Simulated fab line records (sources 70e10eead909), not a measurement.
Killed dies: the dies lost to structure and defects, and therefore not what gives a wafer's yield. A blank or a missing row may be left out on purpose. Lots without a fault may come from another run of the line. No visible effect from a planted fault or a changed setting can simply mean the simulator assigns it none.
One fault through the eyes of 2 desks | flow nandHarc | what lay behind the numbers comes last; until then each desk has only its own

## AT THE TOOL OWNER'S DESK: rieMetal-03
The tool's own readings at NHARC_A_WL_FILL_ETCHBACK_17 (etches the open film in Cl2/BCl3, target depth 4 nm, time 26.7 s): means of the sampled wafers that have a number, for each lot that ran on this tool. The brackets show how far a lot's mean lies from the usual mean; more than 4 standard deviations puts the lot out of limits, marked OUT.
Columns: A = drypumpMotorCurrentA at NHARC_A_WL_FILL_ETCHBACK_17, usual 5.72 A; B = oesProductAu at NHARC_A_WL_FILL_ETCHBACK_17, usual 1.002 a.u.
lot  | first seen here | A    | B
L306 | day 20 13:22    | 6.03 | 0.997
L309 | day 22 02:20    | 5.94 | 1.007
L311 | day 23 10:38    | 5.93 | 1.003
L319 | day 25 23:12    | 6.02 | 1.296 (+36) OUT
L320 | day 26 07:31    | 5.96 | 1.228 (+28) OUT
L321 | day 26 12:05    | 5.93 | 1.293 (+36) OUT
This desk's verdict: out of limits on L319, L320, L321, starting with L319 at day 25 23:12 (oesProductAu at NHARC_A_WL_FILL_ETCHBACK_17). L306, L309, L311 stayed within limits.

## THE DEFECT DESK
Per lot, the means of the sampled wafers with a number show what the inspections along the route counted. The brackets show how far a lot's mean lies from the usual mean; more than 4 standard deviations puts the lot out of limits, marked OUT.
Columns: A = rawDefectCount at NHARC_A_SLIT_INSPECT_11, usual 57
lot  | first seen here | A
L306 | day 19 12:05    | 20
L310 | day 20 21:13    | 106
L308 | day 20 21:22    | 55
L309 | day 20 21:53    | 21
L311 | day 22 06:37    | 69
L312 | day 22 06:47    | 65
L319 | day 24 17:38    | 79
L320 | day 25 04:23    | 52
L321 | day 25 10:32    | 48
L323 | day 26 01:54    | 55
L325 | day 27 08:13    | 69
L327 | day 28 09:35    | 78
L326 | day 28 11:43    | 40
This desk's verdict: no lot among the 13 shows anything out of limits.

## ALL TOGETHER
The tool owner's desk had the chance to raise an alarm at day 25 23:12 on L319, L320, L321.
The defect desk saw nothing out of limits.
The defect desk has L319, L320, L321 on record, within its limits.
NHARC_A_WL_FILL_ETCHBACK_17 was run on rieMetal-03 by each of the lots named.

## WHAT THE SIMULATOR HAD PUT IN
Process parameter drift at NHARC_A_WL_FILL_ETCHBACK_17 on rieMetal-03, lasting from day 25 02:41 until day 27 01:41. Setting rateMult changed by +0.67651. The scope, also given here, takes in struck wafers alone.
Shown lots that were struck: L319, L320, L321.
How many hours passed from the start of the fault until each desk's first out-of-limits reading: the tool owner's desk, 21.
